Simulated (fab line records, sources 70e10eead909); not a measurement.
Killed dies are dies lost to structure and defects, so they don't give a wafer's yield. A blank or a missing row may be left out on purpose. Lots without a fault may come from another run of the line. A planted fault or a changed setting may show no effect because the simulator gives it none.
A struck lot beside a sound one | flow nand_harc | 45 steps out of a route of 1159
Sound: wafers L679.4, L679.5, L679.6. Struck: wafer L695.6. (L695.1, L695.5 of the same lot were not struck and are left out.) The cause comes at the end.
At each step with rows: each side's tool, then ch and its chambers, then its first start. Under that, the readings that differ: sound wafers | struck wafers | difference of the means | sigmas: that difference in standard deviations of wafers without a fault.
alike: readings whose means differ by less than 2 such deviations, and words and numbers that are the same on both sides. not compared: withheld readings, readings that some wafer has no value for, bounds like >300 that may hide the same value, and numbers for which the record gives no deviation and whose values overlap.
The two part at a step that has a row with sigmas, a row that says differs or no value, or rows on one side only. Numbers that don't overlap but have no deviation are shown without sigmas and don't part them. A reading that every wafer of one side lacks parts them only if that side has two wafers or more.

first, 7 steps without rows for these wafers: NHARC_P_ZERO_WELL_COAT_64 (time 65 s); NHARC_P_ZERO_WELL_COAT_05 (resist thk 600 nm); NHARC_P_ZERO_WELL_SOFTBAKE_06 (time 70 s); NHARC_P_ZERO_WELL_EBR_07; NHARC_P_ZERO_WELL_EXPOSE_08 (exposes mask P ZERO, target cd 500 nm); NHARC_P_ZERO_WELL_PEB_09 (peb time 80 s); NHARC_P_ZERO_WELL_DEVELOP_10 (time 50 s).
NHARC_P_ZERO_WELL_CD_MEAS_11: target cd 500 nm.
  sound on cd_sem-01 ch 0, day 1 19:21; struck on cd_sem-03 ch 0, day 5 19:27
  alike: cd_nm
then, 1 step without rows for these wafers: NHARC_P_ZERO_WELL_HARDBAKE_12 (time 65 s).
NHARC_P_ZERO_WELL_DESCUM_13: chemistry O2, time 3 s.
  sound on rie_diel-01 ch 0,1,2, day 1 19:31; struck on rie_diel-07 ch 0, day 5 19:38
  reading                         | sound          | struck | difference | sigmas
  showerhead_plenum_p_Torr (Torr) | 1.85 1.78 1.81 | 2.05   | +0.24      | +2
  alike: drypump_motor_current_A, oes_product_au, rf_vpp_V, throttle_valve_pct
  not compared: rf_hours_counter_h
NHARC_P_ZERO_WELL_ETCH_65: etches the open film in N2/H2, target depth 80 nm, overetch 24 nm, time 87.88 s.
  sound on rie_diel-01 ch 2,3, day 1 19:35; struck on rie_diel-07 ch 0, day 5 19:42
  reading                | sound                | struck | difference | sigmas
  throttle_valve_pct (%) | 14.174 14.179 14.171 | 14.157 | -0.018     | -2
  alike: drypump_motor_current_A, oes_product_au, rf_fwd_power_W, rf_vpp_V, showerhead_plenum_p_Torr
  not compared: rf_hours_counter_h
NHARC_P_ZERO_WELL_ETCH_62: etches the open film in CHF3/Ar, target depth 13 nm, time 6.5 s.
  sound on rie_diel-01 ch 0,2,3; struck on rie_diel-07 ch 2
  alike: drypump_motor_current_A, oes_product_au, rf_fwd_power_W, rf_vpp_V, showerhead_plenum_p_Torr, throttle_valve_pct
  not compared: rf_hours_counter_h
NHARC_P_ZERO_WELL_ETCH_63: etches the open film in HBr/Cl2, target depth 120 nm, time 40.1 s.
  sound on rie_si-04 ch 1,2,3, day 1 19:49; struck on rie_si-04 ch 3, day 5 19:55
  reading                | sound                | struck | difference | sigmas
  oes_product_au (a.u.)  | 0.996 1.017 1.008    | 0.747  | -0.260     | -26
  throttle_valve_pct (%) | 26.404 26.404 26.407 | 26.426 | +0.021     | +2
  alike: drypump_motor_current_A, rf_fwd_power_W
  not compared: rf_hours_counter_h
then, 9 steps without rows for these wafers: NHARC_P_ZERO_WELL_STRIP_15 (strips in SPM, time 900 s); NHARC_P_ZERO_WELL_DEHYDRATE_16 (time 120 s); NHARC_P_ZERO_WELL_HMDS_17 (time 30 s); NHARC_P_ZERO_WELL_COAT_18; NHARC_P_ZERO_WELL_SOFTBAKE_19 (time 95 s); NHARC_P_ZERO_WELL_EBR_20; NHARC_P_ZERO_WELL_EXPOSE_21 (exposes mask P NWELL, target cd 720 nm); NHARC_P_ZERO_WELL_PEB_22 (peb time 85 s); NHARC_P_ZERO_WELL_DEVELOP_23 (time 70 s).
NHARC_P_ZERO_WELL_CD_MEAS_24: target cd 720 nm.
  sound on cd_sem-01 ch 0, day 1 20:44; struck on cd_sem-03 ch 0, day 5 20:47
  alike: cd_nm
then, 1 step without rows for these wafers: NHARC_P_ZERO_WELL_HARDBAKE_25 (time 80 s).
NHARC_P_ZERO_WELL_DESCUM_26: chemistry O2, time 3 s.
  sound on rie_diel-07 ch 0,1,2, day 1 20:55; struck on rie_diel-01 ch 0, day 5 20:57
  reading                         | sound          | struck | difference | sigmas
  showerhead_plenum_p_Torr (Torr) | 2.05 1.88 2.04 | 1.78   | -0.21      | -2
  alike: drypump_motor_current_A, oes_product_au, rf_vpp_V, throttle_valve_pct
  not compared: rf_hours_counter_h
then, 12 steps without rows for these wafers: NHARC_P_ZERO_WELL_IMPLANT_27; NHARC_P_ZERO_WELL_IMPLANT_57; NHARC_P_ZERO_WELL_IMPLANT_58; NHARC_P_ZERO_WELL_STRIP_28 (strips in SPM, time 840 s); NHARC_P_ZERO_WELL_DEHYDRATE_29 (time 120 s); NHARC_P_ZERO_WELL_HMDS_30 (time 30 s); NHARC_P_ZERO_WELL_COAT_31; NHARC_P_ZERO_WELL_SOFTBAKE_32 (time 95 s); NHARC_P_ZERO_WELL_EBR_33; NHARC_P_ZERO_WELL_EXPOSE_34 (exposes mask P PWELL, target cd 720 nm); NHARC_P_ZERO_WELL_PEB_35 (peb time 85 s); NHARC_P_ZERO_WELL_DEVELOP_36 (time 70 s).
NHARC_P_ZERO_WELL_CD_MEAS_37: target cd 720 nm.
  sound on cd_sem-01 ch 0, day 1 22:24; struck on cd_sem-03 ch 0, day 5 22:26
  alike: cd_nm
then, 1 step without rows for these wafers: NHARC_P_ZERO_WELL_HARDBAKE_38 (time 80 s).
NHARC_P_ZERO_WELL_DESCUM_39: chemistry O2, time 3 s.
  sound on rie_diel-07 ch 0,1, day 1 22:34; struck on rie_diel-01 ch 3, day 5 22:38
  alike: drypump_motor_current_A, oes_product_au, rf_vpp_V, showerhead_plenum_p_Torr, throttle_valve_pct
  not compared: rf_hours_counter_h
then, 2 steps without rows for these wafers: NHARC_P_ZERO_WELL_IMPLANT_40; NHARC_P_ZERO_WELL_IMPLANT_59.
-- the record jumps here: 4 days lie between the struck wafers' starts before and after (it left off in module P_ZERO_WELL and takes up again in module P_CONTACT, whose first step shown is number 235 of the route) --
NHARC_P_CONTACT_DESCUM_17: chemistry O2, time 3 s.
  sound on rie_diel-10 ch 0,1,3, day 5 15:55; struck on rie_diel-11 ch 1, day 9 19:15
  reading                | sound                | struck | difference | sigmas
  oes_product_au (a.u.)  | 0.999 1.014 1.023    | 0.981  | -0.031     | -3
  throttle_valve_pct (%) | 11.311 11.299 11.315 | 11.286 | -0.022     | -2
  alike: drypump_motor_current_A, rf_vpp_V, showerhead_plenum_p_Torr
  not compared: rf_hours_counter_h, model.P_CONTACT.cd_nm
NHARC_P_CONTACT_ETCH_35: etches the open film in CF4, target depth 39 nm, time 65 s.
  sound on rie_diel-10 ch 1,2,3, day 5 16:00; struck on rie_diel-11 ch 1, day 9 19:20
  reading                     | sound       | struck | difference | sigmas
  drypump_motor_current_A (A) | 5.1 5.8 5.2 | 6.3    | +0.9       | +2
  alike: oes_product_au, rf_fwd_power_W, rf_vpp_V, showerhead_plenum_p_Torr, throttle_valve_pct
  not compared: rf_hours_counter_h, model.P_CONTACT.cd_nm
-- the record jumps here: 15 days lie between the struck wafers' starts before and after (it left off in module P_CONTACT and takes up again in module END, whose first step shown is number 1159 of the route) --
NHARC_END_SORT_01:
  the record has rows for the struck wafers here (prober-02 ch 0, day 24 11:26) and none for the sound ones

WHERE THEY PART
First at NHARC_P_ZERO_WELL_DESCUM_13; last, within this record, at NHARC_END_SORT_01.

WHY: what the simulator had put in
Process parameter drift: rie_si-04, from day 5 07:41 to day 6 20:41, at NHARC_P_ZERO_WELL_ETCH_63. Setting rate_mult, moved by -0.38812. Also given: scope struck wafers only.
